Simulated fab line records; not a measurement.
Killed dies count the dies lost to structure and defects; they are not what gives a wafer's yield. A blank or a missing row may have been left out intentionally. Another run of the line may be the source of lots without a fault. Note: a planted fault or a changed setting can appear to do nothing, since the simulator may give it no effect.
Which tool was responsible? -- flow nand harc -- Sampling: 14 lots, 42 wafers, 5 of 1302 route steps

## WHAT EACH GAUGE READ, for each wafer
NHARC_HYBRID_BOND_OVL_MEAS_05.
lot,measured,on,overlay x nm (nm),overlay y nm (nm)
L850,day 24 03:40,overlay-02,8 -34 24,84 30 55
L851,day 24 15:44,overlay-02,-45 -54 15,-11 8 -18
L852,day 24 15:43,overlay-02,-39 -10 -54,-35 -14 -43
L853,day 24 15:44,overlay-01,-13 -10 8,-7 25 20
L854,day 25 04:21,overlay-02,22 24 -18,-47 54 -27
L855,day 26 03:11,overlay-01,-4 20 -41,-6 51 18
L857,day 26 19:32,overlay-02,21 15 -7,0 66 11
L858,day 27 17:29,overlay-02,-40 6 25,44 41 -3
L860,day 28 02:00,overlay-01,-5 40 -72,-8 -18 36
L861,day 28 01:59,overlay-02,40 69 -14,-32 61 45
L865,day 29 10:26,overlay-02,-10 -29 33,-23 -11 -4
L866,day 31 05:25,overlay-02,-8 -13 8,4 29 6
L873,day 33 09:49,overlay-02,-46 -13 -13,32 0 -21
L872,day 33 04:29,overlay-01,28 61 9,37 -23 0

NHARC_END_SORT_01.
lot,measured,on,killed at array,killed at other,killed at periphery,killed dies,killed open,killed short
L865,day 30 04:23,prober-01,137 144 132,0 0 1,9 7 4,146 151 137,2 5 1,3 2 1
L866,day 31 23:22,prober-01,142 143 156,0 0 1,1 3 5,143 146 162,4 4 3,0 3 0

## EACH LOT AND THE TOOL THAT RAN IT (in order: tool; ch and the chambers of the sampled wafers; start)
lot,NHARC_A_ONON_D1_DEP_03,NHARC_THIN_TSV_CMP_01,NHARC_THIN_TSV_ETCH_15
L850,"pecvd onon-02 ch 0, day 7 19:24","cmp-03 ch 0,2, day 24 05:08","rie si-03 ch 0,2,3, day 24 07:15"
L851,"pecvd onon-01 ch 0, day 7 19:25","cmp-03 ch 0,3, day 24 19:34","rie si-03 ch 0,1, day 24 21:41"
L852,"pecvd onon-02 ch 0, day 8 12:45","cmp-02 ch 0,1,2, day 24 18:24","rie si-01 ch 1,2,3, day 24 20:31"
L853,"pecvd onon-03 ch 0, day 8 21:45","cmp-03 ch 0,1,2, day 24 17:11","rie si-03 ch 0,1,2, day 24 19:19"
L854,"pecvd onon-01 ch 0, day 9 05:03","cmp-01 ch 0,2, day 25 05:46","rie si-02 ch 0,2, day 25 07:55"
L855,"pecvd onon-01 ch 0, day 9 19:52","cmp-03 ch 2,3, day 26 04:36","rie si-02 ch 2,3, day 26 06:44"
L857,"pecvd onon-01 ch 0, day 10 15:11","cmp-02 ch 2,3, day 26 21:00","rie si-03 ch 0,1,2, day 26 23:01"
L858,"pecvd onon-02 ch 0, day 11 07:00","cmp-01 ch 0,1, day 27 18:56","rie si-02 ch 0,1, day 27 21:02"
L860,"pecvd onon-02 ch 0, day 12 01:07","cmp-02 ch 0,2, day 28 05:49","rie si-02 ch 1,2, day 28 08:09"
L861,"pecvd onon-03 ch 0, day 12 11:31","cmp-03 ch 0,1,3, day 28 04:35","rie si-03 ch 1,2,3, day 28 07:07"
L865,"pecvd onon-02 ch 0, day 13 20:22","cmp-03 ch 1,3, day 29 11:52","rie si-01 ch 0,1, day 29 14:03"
L866,"pecvd onon-02 ch 0, day 14 15:22","cmp-03 ch 0,1,3, day 31 06:54","rie si-03 ch 2,3, day 31 09:15"
L873,"pecvd onon-02 ch 0, day 16 22:40","cmp-01 ch 2,3, day 33 11:16","rie si-03 ch 0,1,2, day 33 13:24"
L872,"pecvd onon-01 ch 0, day 16 22:43","cmp-03 ch 0,1,3, day 33 05:54","rie si-02 ch 0,1, day 33 08:02"
- NHARC_A_ONON_D1_DEP_03: target thk 1000 nm.
- NHARC_THIN_TSV_CMP_01: polishes.
- NHARC_THIN_TSV_ETCH_15: target depth 3000 nm, bosch target overetch cycles 2, bosch etch step 2.8 s.

## WHAT THE TOOLS THEMSELVES READ (means of the sampled wafers that have a number; where no wafer has one, the mark that the record gives instead)
NHARC_A_ONON_D1_DEP_03.
lot,tool,n2 flow sccm (sccm)
L850,pecvd onon-02,2744
L851,pecvd onon-01,2765
L852,pecvd onon-02,2754
L853,pecvd onon-03,2729
L854,pecvd onon-01,2750
L855,pecvd onon-01,2760
L857,pecvd onon-01,2746
L858,pecvd onon-02,2748
L860,pecvd onon-02,2755
L861,pecvd onon-03,2755
L865,pecvd onon-02,2749
L866,pecvd onon-02,2744
L873,pecvd onon-02,2750
L872,pecvd onon-01,2750

NHARC_THIN_TSV_CMP_01.
lot,tool,edge zone pressure frac,motor current A (A),slurry filter dp kPa (kPa)
L850,cmp-03,1.003,11.7,13.40
L851,cmp-03,1.007,10.9,13.57
L852,cmp-02,0.999,10.9,13.42
L853,cmp-03,0.996,11.7,13.54
L854,cmp-01,1.000,12.6,13.52
L855,cmp-03,0.996,11.6,13.57
L857,cmp-02,0.996,10.5,13.47
L858,cmp-01,1.002,12.8,13.43
L860,cmp-02,1.000,10.3,13.44
L861,cmp-03,0.999,11.1,13.58
L865,cmp-03,1.002,10.9,13.47
L866,cmp-03,1.002,10.8,13.47
L873,cmp-01,0.996,10.6,13.50
L872,cmp-03,1.000,10.6,13.49

NHARC_THIN_TSV_ETCH_15.
lot,tool,drypump motor current A (A)
L850,rie si-03,5.4
L851,rie si-03,5.9
L852,rie si-01,5.9
L853,rie si-03,5.7
L854,rie si-02,5.3
L855,rie si-02,6.1
L857,rie si-03,5.7
L858,rie si-02,5.0
L860,rie si-02,5.2
L861,rie si-03,5.9
L865,rie si-01,6.2
L866,rie si-03,5.6
L873,rie si-03,5.7
L872,rie si-02,5.0

## THE ANSWER, worked out from the rows above alone
Rule: usual is defined by the lots themselves. Put in order of their means at a reading, lots are off if they are a third of the lots or fewer, leave a main group of 4 or more, and stand apart from it by a gap of 3 or more times the standard deviation of the main group's means; of several such gaps the widest counts. If all means in a main group match to the digits the tables above print for the reading, that group is not used. Also off: a lot with no number at a reading for which 4 or more lots have one. The other lots that the step has rows for count as sound. Order of review: gauges by route order, followed by the tools' own readings, for which a lot's mean as printed above is used. At the first step where some lot is off, the reading lying furthest off is the one used; lots without a number count as furthest.
No lot is off on any of the readings shown, so nothing can be concluded from this.

## WHAT WAS PUT IN BY THE SIMULATOR
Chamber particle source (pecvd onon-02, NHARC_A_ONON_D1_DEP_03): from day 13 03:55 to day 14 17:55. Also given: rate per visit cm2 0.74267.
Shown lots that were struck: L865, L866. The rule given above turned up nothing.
